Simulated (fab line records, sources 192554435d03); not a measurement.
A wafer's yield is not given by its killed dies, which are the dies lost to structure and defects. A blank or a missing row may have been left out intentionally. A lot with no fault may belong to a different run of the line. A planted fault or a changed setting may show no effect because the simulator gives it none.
fab line records -- flow n5Finfet
record lots=10, wafers=28, lastDay=19
route steps=1938 shown BEOL_M4@1093 BEOL_M5@1112 PASSIVATION@1936
lots that met no fault: from a run of the same line without faults
startH: start of the lot's first displayed wafer, in hours after the record's first day -- waitH: hours elapsed since this lot's preceding step -- " repeats the value in the row above -- L1.1+2: several wafers, shown together as one row -- - no value, or no start given -- * or withheld: withheld -- < > ~ a bound
route shown NAME@n: a module of which the file shows steps, and the number in the route of the first -- usual: mean/standard deviation taken from wafers without a fault -- same: alike in all rows -- chamber/n: place in a boat -- sites: readings site by site -- _std_site: the values' standard deviation -- _edge_site: outer sites' mean less inner sites' -- radiusMm: how far each site lies from the wafer's centre -- mask NAME#n: copy n -- behind: tool/chamber where the wafer was last shaped -- hold: why the lot was held/for how many hours/how that ended -- device: whichever transistor did not switch (one of n, p or np) -- end of line: at the end of the route, the tests of the same wafers -- step lacking rows: just its recipe -- killed: dies that structure and defects cost at the first sort, which is not the same as the wafer's yield -- map: a wafer's dies, x killed, . not, _ none there
set.NAME: the setting as run; set.NAME@STEP: as run at that earlier step -- model.NAME: the simulator's own value behind a step, which no gauge read
one table for each step of the route and one row for each wafer, over a sample of lots
services: when a tool's chamber went out of use (startH, in hours from the record's first day, below 0 if earlier), for how many hours, and the reason
## steps
# step N5_BEOL_M4_ANNEAL_89
# recipe tempC=400, timeS=240, ambient=vacuum
# usual heaterPowerW=843/56, susceptor_temp_C_max=400.9/0.38
lot.wafer,tool,chamber,startH,waitH,heaterPowerW,susceptor_temp_C_max
L853.1,pvdSputter-03,-,202.43,0.0,793,400.8
L853.3,pvdSputter-03,-,202.43,0.0,915,401.6
L853.5,pvdSputter-03,-,202.43,0.0,804,401.0
L854.1,pvdSputter-02,-,205.53,0.0,921,401.1
L854.4,pvdSputter-02,-,205.53,0.0,836,400.6
L854.6,pvdSputter-02,-,205.53,0.0,823,401.3
L859.1,pvdSputter-03,-,233.07,0.0,779,400.7
L859.3,pvdSputter-03,-,233.07,0.0,921,401.5
L859.4,pvdSputter-03,-,233.07,0.0,905,401.1
L858.2,pvdSputter-01,-,234.82,0.0,793,401.3
L858.3,pvdSputter-01,-,234.82,0.0,851,400.9
L858.5,pvdSputter-01,-,234.82,0.0,794,400.5
L866.1,pvdSputter-01,-,268.97,0.0,794,402.1
L866.4,pvdSputter-01,-,268.97,0.0,827,401.0
L866.5,pvdSputter-01,-,268.97,0.0,840,401.1
L864.3,pvdSputter-01,-,270.89,0.0,830,400.9
L864.5,pvdSputter-01,-,270.89,0.0,859,401.0
L864.6,pvdSputter-01,-,270.89,0.0,777,401.1
L868.2,pvdSputter-02,-,297.54,0.0,856,400.6
L868.3,pvdSputter-02,-,297.54,0.0,809,401.3
L868.5,pvdSputter-02,-,297.54,0.0,818,400.6
L870.1,pvdSputter-03,-,300.76,0.0,924,401.8
L870.4,pvdSputter-03,-,300.76,0.0,810,400.5
L870.6,pvdSputter-03,-,300.76,0.0,909,400.7
L873.1,pvdSputter-03,-,314.00,0.0,802,400.7
L873.5,pvdSputter-03,-,314.00,0.0,941,401.8
L875.4,pvdSputter-03,-,336.08,0.0,918,400.7
L875.5,pvdSputter-03,-,336.08,0.0,914,401.7
# step N5_BEOL_M4_ANNEAL_91
# recipe tempC=400, timeS=240, ambient=vacuum
# usual heaterPowerW=845/56, susceptor_temp_C_max=400.9/0.37
lot.wafer,tool,chamber,startH,waitH,heaterPowerW,susceptor_temp_C_max
L853.1,pvdSputter-03,-,202.65,0.0,800,401.1
L853.3,pvdSputter-03,-,202.65,0.0,953,401.5
L853.5,pvdSputter-03,-,202.65,0.0,798,401.0
L854.1,pvdSputter-02,-,205.75,0.0,940,400.8
L854.4,pvdSputter-02,-,205.75,0.0,838,401.0
L854.6,pvdSputter-02,-,205.75,0.0,840,401.4
L859.1,pvdSputter-03,-,233.29,0.0,806,400.5
L859.3,pvdSputter-03,-,233.29,0.0,928,401.8
L859.4,pvdSputter-03,-,233.29,0.0,916,400.8
L858.2,pvdSputter-01,-,235.04,0.0,783,400.9
L858.3,pvdSputter-01,-,235.04,0.0,825,400.7
L858.5,pvdSputter-01,-,235.04,0.0,809,400.9
L866.1,pvdSputter-01,-,269.19,0.0,809,401.1
L866.4,pvdSputter-01,-,269.19,0.0,823,401.1
L866.5,pvdSputter-01,-,269.19,0.0,844,400.6
L864.3,pvdSputter-01,-,271.11,0.0,804,400.9
L864.5,pvdSputter-01,-,271.11,0.0,832,401.7
L864.6,pvdSputter-01,-,271.11,0.0,790,401.1
L868.2,pvdSputter-02,-,297.76,0.0,837,401.1
L868.3,pvdSputter-02,-,297.76,0.0,850,401.6
L868.5,pvdSputter-02,-,297.76,0.0,828,401.4
L870.1,pvdSputter-03,-,300.98,0.0,909,401.1
L870.4,pvdSputter-03,-,300.98,0.0,793,400.3
L870.6,pvdSputter-03,-,300.98,0.0,947,400.6
L873.1,pvdSputter-03,-,314.22,0.0,794,400.7
L873.5,pvdSputter-03,-,314.22,0.0,912,401.3
L875.4,pvdSputter-03,-,336.30,0.0,919,400.9
L875.5,pvdSputter-03,-,336.30,0.0,914,401.4
# step N5_BEOL_M4_DEP_57
# recipe material=SiCN, targetThkA=80, tempC=withheld, precursor=3MS/NH3, pressureTorr=3, rfW=202, timeS=14
# usual rfFwdPowerW=199.3/0.86, showerheadPlenumPTorr=3.672/0.015, throttleValvePct=9.1/0.79
lot.wafer,tool,chamber,startH,waitH,rfFwdPowerW,showerheadPlenumPTorr,throttleValvePct
L853.1,pecvd-04,1,204.90,0.0,198.3,3.649,9.6
L853.3,pecvd-04,0,204.90,0.0,199.4,3.664,8.6
L853.5,pecvd-04,1,204.90,0.0,198.7,3.646,9.5
L854.1,pecvd-03,0,207.58,0.0,199.2,3.653,10.9
L854.4,pecvd-03,2,207.58,0.0,200.0,3.691,8.1
L854.6,pecvd-03,0,207.58,0.0,200.4,3.661,10.8
L859.1,pecvd-03,2,234.97,0.0,198.9,3.693,8.2
L859.3,pecvd-03,1,234.97,0.0,200.2,3.690,9.2
L859.4,pecvd-03,0,234.97,0.0,200.9,3.654,10.5
L858.2,pecvd-03,0,236.60,0.0,200.2,3.659,11.0
L858.3,pecvd-03,1,236.60,0.0,199.2,3.684,9.6
L858.5,pecvd-03,0,236.60,0.0,200.4,3.660,11.0
L866.1,pecvd-04,0,270.75,0.0,199.4,3.665,8.5
L866.4,pecvd-04,1,270.75,0.0,197.9,3.645,9.4
L866.5,pecvd-04,0,270.75,0.0,198.7,3.668,8.6
L864.3,pecvd-04,2,272.67,0.0,198.8,3.675,8.7
L864.5,pecvd-04,0,272.67,0.0,198.8,3.659,8.7
L864.6,pecvd-04,1,272.67,0.0,197.7,3.641,9.6
L868.2,pecvd-04,1,299.33,0.0,198.4,3.648,9.7
L868.3,pecvd-04,0,299.33,0.0,198.7,3.666,8.9
L868.5,pecvd-04,2,299.33,0.0,198.7,3.679,8.7
L870.1,pecvd-03,0,302.54,0.0,200.1,3.665,11.1
L870.4,pecvd-03,2,302.54,0.0,199.6,3.686,8.0
L870.6,pecvd-03,0,302.54,0.0,200.2,3.655,11.2
L873.1,pecvd-01,1,315.78,0.0,200.0,3.693,9.1
L873.5,pecvd-01,2,315.78,0.0,199.6,3.658,8.7
L875.4,pecvd-04,2,337.93,0.0,199.8,3.682,8.6
L875.5,pecvd-04,1,337.93,0.0,198.4,3.655,9.7
# step N5_BEOL_M4_RC_MEAS_101
# usual DIBL_N=36.0/2.2, DIBL_P=36.2/2.4, IOFF_N=0.16/0.035, IOFF_P=0.21/0.037, ION_N=672/13, ION_P=461/7, SS_N=71.4/0.69, SS_P=73.2/0.75, VT_N=250/3.4, VT_P=-251/3
lot.wafer,tool,chamber,startH,waitH,DIBL_N[mV/V],DIBL_P[mV/V],IOFF_N[nA/um],IOFF_P[nA/um],ION_N[uA/um],ION_P[uA/um],SS_N[mV/dec],SS_P[mV/dec],VT_N[mV],VT_P[mV]
L853.1,prober-01,0,205.02,0.0,33.9,34.2,0.12,0.17,659,451,71.3,73.7,252,-257
L853.3,prober-01,0,205.02,0.0,35.4,35.7,0.16,0.19,677,457,71.1,73.4,250,-253
L853.5,prober-01,0,205.02,0.0,35.7,36.5,0.17,0.21,694,467,70.8,73.6,246,-252
L854.1,prober-02,0,207.70,0.0,33.4,33.8,0.13,0.17,678,460,70.8,72.1,252,-251
L854.4,prober-02,0,207.70,0.0,30.8,32.2,0.10,0.16,659,462,70.2,72.1,257,-254
L854.6,prober-02,0,207.70,0.0,33.7,34.7,0.14,0.19,679,465,70.8,72.4,249,-253
L859.1,prober-01,0,235.09,0.0,35.2,34.8,0.14,0.18,665,455,71.1,72.2,253,-255
L859.3,prober-01,0,235.09,0.0,32.3,32.9,0.11,0.16,655,454,70.3,71.8,254,-252
L859.4,prober-01,0,235.09,0.0,35.6,36.0,0.14,0.19,667,461,71.0,72.8,251,-254
L858.2,prober-02,0,236.88,0.2,37.0,39.5,0.18,0.26,667,465,72.0,74.1,252,-250
L858.3,prober-02,0,236.88,0.2,36.6,38.0,0.17,0.23,674,460,71.6,74.1,248,-251
L858.5,prober-02,0,236.88,0.2,34.1,35.2,0.13,0.19,660,463,71.6,72.9,254,-254
L866.1,prober-01,0,270.87,0.0,37.0,37.3,0.17,0.23,671,464,72.0,73.7,249,-248
L866.4,prober-01,0,270.87,0.0,35.4,34.3,0.15,0.19,675,463,71.1,72.8,248,-253
L866.5,prober-01,0,270.87,0.0,37.6,37.9,0.19,0.25,684,467,72.0,73.7,248,-249
L864.3,prober-02,0,273.10,0.3,31.8,33.3,0.11,0.16,651,452,70.9,73.1,254,-254
L864.5,prober-02,0,273.10,0.3,35.7,37.8,0.16,0.22,663,458,72.4,73.2,248,-252
L864.6,prober-02,0,273.10,0.3,34.3,35.4,0.15,0.19,670,457,71.0,73.0,251,-253
L868.2,prober-02,0,299.60,0.2,35.1,36.3,0.15,0.22,664,461,71.1,73.1,248,-250
L868.3,prober-02,0,299.60,0.2,35.3,35.5,0.15,0.19,677,457,70.9,73.1,251,-252
L868.5,prober-02,0,299.60,0.2,35.8,37.0,0.16,0.23,677,463,71.8,73.0,250,-248
L870.1,prober-01,0,302.65,0.0,36.3,34.9,0.13,0.19,659,452,71.5,73.4,252,-250
L870.4,prober-01,0,302.65,0.0,32.1,30.5,0.09,0.14,651,450,69.7,72.0,258,-256
L870.6,prober-01,0,302.65,0.0,32.0,30.6,0.09,0.14,647,452,69.8,71.9,259,-254
L873.1,prober-01,0,315.90,0.0,33.5,32.5,0.11,0.14,662,454,70.8,72.1,252,-257
L873.5,prober-01,0,315.90,0.0,36.5,36.5,0.16,0.19,684,460,71.9,73.1,253,-252
L875.4,prober-02,0,338.50,0.5,37.4,39.4,0.20,0.23,696,470,72.3,73.4,247,-251
L875.5,prober-02,0,338.50,0.5,35.2,37.4,0.17,0.21,681,468,71.6,73.8,250,-251
# step N5_BEOL_M5_ILD_DEP_00
# recipe material=SiCOH_lowk, targetThkA=1406.4, tempC=300, precursor=DEMS/porogen, pressureTorr=5, rfW=500, timeS=25.9
# usual heaterPowerW=325/68, rfFwdPowerW=493.7/1.9, showerheadPlenumPTorr=5.740/0.02, throttleValvePct=13.6/0.65
lot.wafer,tool,chamber,startH,waitH,heaterPowerW,rfFwdPowerW,showerheadPlenumPTorr,throttleValvePct
L853.1,pecvd-04,0,205.98,0.8,321,496.8,5.726,13.2
L853.3,pecvd-04,2,205.98,0.8,292,496.0,5.761,13.1
L853.5,pecvd-04,2,205.98,0.8,294,492.8,5.746,12.9
L854.1,pecvd-04,1,208.66,0.8,276,491.4,5.716,14.7
L854.4,pecvd-04,1,208.66,0.8,279,493.1,5.723,14.9
L854.6,pecvd-04,2,208.66,0.8,283,494.4,5.770,13.2
L859.1,pecvd-01,2,236.06,0.8,488,494.6,5.752,13.2
L859.3,pecvd-01,1,236.06,0.8,246,492.9,5.756,13.9
L859.4,pecvd-01,0,236.06,0.8,365,491.4,5.764,12.9
L858.2,pecvd-02,0,237.69,0.7,399,494.5,5.696,13.0
L858.3,pecvd-02,1,237.69,0.7,306,492.3,5.740,13.9
L858.5,pecvd-02,1,237.69,0.7,318,493.2,5.759,14.0
L866.1,pecvd-04,1,271.83,0.8,275,493.3,5.724,14.7
L866.4,pecvd-04,2,271.83,0.8,302,497.0,5.777,13.0
L866.5,pecvd-04,1,271.83,0.8,273,494.3,5.729,14.9
L864.3,pecvd-04,1,273.76,0.5,233,489.3,5.721,14.7
L864.5,pecvd-04,0,273.76,0.5,291,494.3,5.734,13.0
L864.6,pecvd-04,1,273.76,0.5,235,488.6,5.738,14.8
L868.2,pecvd-02,0,300.41,0.7,381,490.9,5.711,13.2
L868.3,pecvd-02,2,300.41,0.7,452,494.7,5.721,13.8
L868.5,pecvd-02,0,300.41,0.7,394,491.6,5.706,12.8
L870.1,pecvd-04,2,303.62,0.8,280,494.6,5.759,13.1
L870.4,pecvd-04,2,303.62,0.8,301,494.1,5.762,13.2
L870.6,pecvd-04,0,303.62,0.8,346,498.0,5.742,13.3
L873.1,pecvd-02,1,316.87,0.8,304,-,5.750,14.0
L873.5,pecvd-02,0,316.87,0.8,391,491.2,5.715,13.1
L875.4,pecvd-02,2,339.02,0.4,468,-,5.695,13.8
L875.5,pecvd-02,0,339.02,0.4,331,494.5,5.712,13.0
# step N5_BEOL_M5_THK_MEAS_01
# recipe reads=SiCOH_lowk_of_BEOL_M5_ILD_DEP_00
# usual M5_ILD_THK=120.9/1.7
lot.wafer,tool,chamber,startH,waitH,M5_ILD_THK[nm]
L853.1,filmMetro-01,-,206.55,0.4,118.8
L853.3,filmMetro-01,-,206.55,0.4,119.4
L853.5,filmMetro-01,-,206.55,0.4,121.2
L854.1,filmMetro-01,-,209.23,0.4,121.6
L854.4,filmMetro-01,-,209.23,0.4,123.5
L854.6,filmMetro-01,-,209.23,0.4,121.8
L859.1,filmMetro-01,-,236.63,0.4,118.8
L859.3,filmMetro-01,-,236.63,0.4,121.0
L859.4,filmMetro-01,-,236.63,0.4,120.8
L858.2,filmMetro-01,-,238.28,0.4,119.4
L858.3,filmMetro-01,-,238.28,0.4,122.4
L858.5,filmMetro-01,-,238.28,0.4,122.9
L866.1,filmMetro-01,-,272.40,0.4,119.8
L866.4,filmMetro-01,-,272.40,0.4,120.0
L866.5,filmMetro-01,-,272.40,0.4,123.4
L864.3,filmMetro-01,-,274.34,0.3,121.1
L864.5,filmMetro-01,-,274.34,0.3,120.6
L864.6,filmMetro-01,-,274.34,0.3,122.0
L868.2,filmMetro-01,-,301.85,0.7,120.2
L868.3,filmMetro-01,-,301.85,0.7,117.5
L868.5,filmMetro-01,-,301.85,0.7,121.4
L870.1,filmMetro-01,-,304.19,0.4,120.4
L870.4,filmMetro-01,-,304.19,0.4,122.8
L870.6,filmMetro-01,-,304.19,0.4,122.7
L873.1,filmMetro-01,-,317.44,0.4,57.4
L873.5,filmMetro-01,-,317.44,0.4,122.8
L875.4,filmMetro-02,-,339.60,0.2,56.1
L875.5,filmMetro-02,-,339.60,0.2,122.2
# step N5_PASSIVATION_PROBE_49
# usual defectLimitedYield=91.2/1.4, killed_at_M0_to_M3=34/9.4, killed_at_M4_up=14/5.6, killedAtContacts=13/7.8, killedAtFrontEnd=37/10, killedAtOther=4/3.3, killedDies=103/17, killedOnRim=14/3.5, killedOpen=68/13, killedShort=33/8.2, sort_bin_5_function=5.1/0.92, sort_bin_6_memory=3.3/0.71, sort_bin_8_speed=0.01/0.043, sortNPass=1077/17, sortYieldPct=91.2/1.4
# same grossDies=1180, killedAtBackSide=0, sort_bin_4_leakage[%]=0
lot.wafer,tool,chamber,startH,waitH,defectLimitedYield[%],killed_at_M0_to_M3,killed_at_M4_up,killedAtContacts,killedAtFrontEnd,killedAtOther,killedDies,killedOnRim,killedOpen,killedShort,sort_bin_5_function[%],sort_bin_6_memory[%],sort_bin_8_speed[%],sortNPass,sortYieldPct[%]
L854.1,prober-02,-,318.06,0.0,90.9,32,13,10,50,2,107,11,62,45,5.0,3.6,0,1073,90.9
L854.4,prober-02,-,318.21,0.2,92.3,32,18,1,40,0,91,13,65,26,4.2,3.4,0,1089,92.3
L854.6,prober-02,-,318.31,0.3,91.6,31,13,8,46,1,99,12,64,35,5.6,2.5,0,1081,91.6
L864.3,prober-01,-,378.02,0.1,91.6,45,6,4,41,3,99,12,56,43,5.0,3.1,0,1081,91.6
L864.5,prober-01,-,378.12,0.2,92.0,45,14,7,20,8,94,16,69,25,5.1,2.5,0,1086,92.0
L864.6,prober-01,-,378.17,0.3,91.7,37,12,12,37,0,98,9,61,32,5.3,2.3,0,1082,91.7
L873.1,prober-01,-,434.96,0.0,0.1,26,1092,20,38,3,1179,152,77,25,4.7,4.0,0,1,0.1
L873.5,prober-01,-,435.16,0.2,91.4,38,14,18,29,2,101,10,74,24,4.7,3.5,0,1079,91.4
L875.4,prober-02,-,452.66,0.2,0,35,1099,11,35,0,1180,152,82,27,5.0,4.0,0,0,0
L875.5,prober-02,-,452.71,0.2,91.4,25,13,8,52,4,102,13,71,25,4.2,3.7,0,1078,91.4
# killed by level:class
L854.1 STI_FIN_REVEAL:geometricParticle:open=13 BEOL_M3:geometricParticle:open=10 MOL_CONTACT_COAG:geometricParticle:open=9 ILD0:geometricParticle:short=7 STARTING-WAFER:geometricParticle:short=5 FIN_SAQP:geometricParticle:short=4 BEOL_M0:geometricParticle:open=4 BEOL_M0_SAQP:geometricParticle:short=4
L854.4 STI_FIN_REVEAL:geometricParticle:open=14 BEOL_M1:geometricParticle:open=7 BEOL_M2:geometricParticle:open=7 BEOL_M5:geometricParticle:open=7 DUMMY_GATE:geometricParticle:open=6 BEOL_M3:geometricParticle:open=6 STI_FIN_REVEAL:geometricParticle:short=5 BEOL_M3:geometricParticle:short=5
L854.6 STI_FIN_REVEAL:geometricParticle:open=17 BEOL_M0_SAQP:geometricParticle:short=12 MOL_CONTACT_COAG:geometricParticle:open=6 FIN_SAQP:geometricParticle:short=5 STI_FIN_REVEAL:geometricParticle:short=5 BEOL_M0_SAQP:geometricParticle:open=5 BEOL_M7:geometricParticle:open=4 BEOL_M0:geometricParticle:open=4
L864.3 BEOL_M0_SAQP:geometricParticle:short=14 BEOL_M0_SAQP:geometricParticle:open=13 FIN_SAQP:geometricParticle:open=11 FIN_SAQP:geometricParticle:short=6 GATE_CUT:geometricParticle:short=6 BEOL_M1:geometricParticle:open=5 BEOL_M2:geometricParticle:open=5 STARTING-WAFER:geometricParticle:short=5
L864.5 BEOL_M0_SAQP:geometricParticle:open=17 BEOL_M0_SAQP:geometricParticle:short=12 BEOL_M4:geometricParticle:open=9 BEOL_M1:geometricParticle:open=7 MOL_CONTACT_COAG:geometricParticle:open=6 STI_FIN_REVEAL:geometricParticle:open=5 FIN_SAQP:geometricParticle:open=4 BEOL_M3:geometricParticle:open=4
L864.6 MOL_CONTACT_COAG:geometricParticle:open=11 STI_FIN_REVEAL:geometricParticle:open=10 BEOL_M0_SAQP:geometricParticle:open=10 BEOL_M1:geometricParticle:open=7 BEOL_M2:geometricParticle:open=7 FIN_SAQP:geometricParticle:short=6 BEOL_M5:geometricParticle:open=6 BEOL_M0_SAQP:geometricParticle:short=6
L873.1 BEOL_M5:areaDep=1075 MOL_CONTACT_COAG:geometricParticle:open=16 BEOL_M4:geometricParticle:open=10 DUMMY_GATE:geometricParticle:open=8 FIN_SAQP:geometricParticle:open=7 BEOL_M1:geometricParticle:open=6 BEOL_M3:geometricParticle:open=5 FIN_SAQP:geometricParticle:short=4
L873.5 MOL_CONTACT_COAG:geometricParticle:open=16 BEOL_M2:geometricParticle:open=12 BEOL_M1:geometricParticle:open=11 STI_FIN_REVEAL:geometricParticle:open=7 FIN_SAQP:geometricParticle:open=6 BEOL_M4:geometricParticle:open=6 BEOL_M0_SAQP:geometricParticle:short=5 BEOL_M4:geometricParticle:short=4
L875.4 BEOL_M5:areaDep=1071 BEOL_M2:geometricParticle:open=13 BEOL_M4:geometricParticle:open=12 STI_FIN_REVEAL:geometricParticle:open=11 MOL_CONTACT_COAG:geometricParticle:open=8 BEOL_M6:geometricParticle:open=8 BEOL_M1:geometricParticle:open=6 BEOL_M0_SAQP:geometricParticle:open=6
L875.5 STI_FIN_REVEAL:geometricParticle:open=17 BEOL_M2:geometricParticle:open=13 GATE_CUT:geometricParticle:short=9 MOL_CONTACT_COAG:geometricParticle:open=7 FIN_SAQP:geometricParticle:short=6 HKMG_FIN:areaEtch=6 FIN_SAQP:geometricParticle:open=4 BEOL_M3:geometricParticle:open=4
## services
tool,chamber,startH,hours,kind
pvdSputter-02,-,183.42,2.3,repair
pecvd-04,0,185.76,4.8,repair
pecvd-01,-,188.11,1.8,repair
pecvd-02,0,192.78,19.7,repair
pecvd-01,0,206.51,20.5,repair
pecvd-02,2,212.45,-,clean
pecvd-02,2,212.45,-,consumableReplace:showerhead
pecvd-02,2,212.45,29.0,scheduledDown
pecvd-02,2,212.45,29.0,ventCycle
pecvd-01,2,217.49,2.1,scheduledDown
pecvd-04,-,224.36,1.5,repair
pecvd-03,0,225.67,2.2,repair
pecvd-03,1,263.70,5.5,scheduledDown
pecvd-04,-,305.66,14.0,repair
pecvd-02,1,324.87,29.1,repair
pecvd-01,1,331.69,-,calibration
## key
firstSign step=N5_BEOL_M5_THK_MEAS_01, reading=M5_ILD_THK, direction=down, sigmas=38, usual=120.9, struck=56.8
effect step=N5_PASSIVATION_PROBE_49, reading=killed_at_M4_up, direction=up, sigmas=99+, usual=14, struck=1096
moreKillsBornAt N5_BEOL_M5_ILD_DEP_00@pecvd-02=2146
metAt N5_BEOL_M5_ILD_DEP_00
struckLots L873,L875
struckWafers L873.1,L875.4
laterRowsLeftOut L873.1,L875.4
notActingAt N5_BEOL_M4_ANNEAL_89,N5_BEOL_M4_ANNEAL_91,N5_BEOL_M4_DEP_57
onsetBetween 300.41 316.87
fault kind=processParameterDrift, tool=pecvd-02, chamber=-, onsetH=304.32, steps=N5_BEOL_M5_ILD_DEP_00, channel=timeS, offset=*, shape=step, endH=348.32, scope=struckWafersOnly, actsIn=*, stated=*
# laterRowsLeftOut: the simulator's readings of these wafers behind a module that went badly wrong aren't trusted and aren't shown, but for the sort
